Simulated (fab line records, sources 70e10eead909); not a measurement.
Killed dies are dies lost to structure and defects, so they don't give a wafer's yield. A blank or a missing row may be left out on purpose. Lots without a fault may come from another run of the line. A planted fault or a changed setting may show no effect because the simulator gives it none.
A struck lot beside a sound one | flow nand_harc | 14 steps out of a route of 1159
Sound: wafers L518.2, L518.3, L518.4. Struck: wafers L526.2, L526.5, L526.6. The cause comes at the end.
At each step with rows: each side's tool, then ch and its chambers, then its first start. Under that, the readings that differ: sound wafers | struck wafers | difference of the means | sigmas: that difference in standard deviations of wafers without a fault.
alike: readings whose means differ by less than 2 such deviations, and words and numbers that are the same on both sides. not compared: withheld readings, readings that some wafer has no value for, bounds like >300 that may hide the same value, and numbers for which the record gives no deviation and whose values overlap.
The two part at a step that has a row with sigmas, a row that says differs or no value, or rows on one side only. Numbers that don't overlap but have no deviation are shown without sigmas and don't part them. A reading that every wafer of one side lacks parts them only if that side has two wafers or more.

NHARC_A_WL_FILL_INSPECT_15:
  sound on defect_inspect-02, day 17 22:14; struck on defect_inspect-02, day 18 19:14
  alike: raw_defect_count
NHARC_A_CONTACT_DEP_24: deposits SiO2, target thk 500 nm.
  sound on pecvd-03 ch 0,1, day 17 22:19; struck on pecvd-02 ch 1,2, day 18 19:21
  alike: heater_power_w, throttle_valve_pct
NHARC_A_CONTACT_DEP_28: deposits aC, target thk 3600 nm.
  sound on acl_dep-02 ch 0, day 17 23:17; struck on acl_dep-03 ch 0, day 18 21:43
  alike: throttle_valve_pct
NHARC_A_CONTACT_DEP_29: deposits SiON, target thk 70 nm.
  sound on pecvd-03 ch 1,2, day 18 01:08; struck on pecvd-04 ch 1,2, day 18 23:34
  alike: heater_power_w
then, 7 steps without rows for these wafers: NHARC_A_CONTACT_DEHYDRATE_32 (time 120 s); NHARC_A_CONTACT_HMDS_33 (time 30 s); NHARC_A_CONTACT_COAT_34 (time 75 s); NHARC_A_CONTACT_COAT_35 (time 65 s); NHARC_A_CONTACT_COAT_36 (resist thk 90 nm); NHARC_A_CONTACT_SOFTBAKE_37 (time 55 s); NHARC_A_CONTACT_EBR_38.
NHARC_A_CONTACT_EXPOSE_39: exposes mask A CC 3.
  sound on arfi_scanner-03 ch 0, day 18 01:44; struck on arfi_scanner-03 ch 0, day 19 00:09
  reading              | sound             | struck            | difference | sigmas
  exposure_dose_mJ_cm2 | 58.88 58.79 58.79 | 59.74 59.70 59.77 | +0.92      | +13
  alike: mask
then, 1 step without rows for these wafers: NHARC_A_CONTACT_PEB_40 (peb time 65 s).
NHARC_END_SORT_01:
  the record has rows for the sound wafers here (prober-02 ch 0, day 21 01:51) and none for the struck ones

WHERE THEY PART
First at NHARC_A_CONTACT_EXPOSE_39; last, within this record, at NHARC_END_SORT_01.

WHY: what the simulator had put in
Process parameter drift: arfi_scanner-03, from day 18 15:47 on, at NHARC_A_CONTACT_EXPOSE_39. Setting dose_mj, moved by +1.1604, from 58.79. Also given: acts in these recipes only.
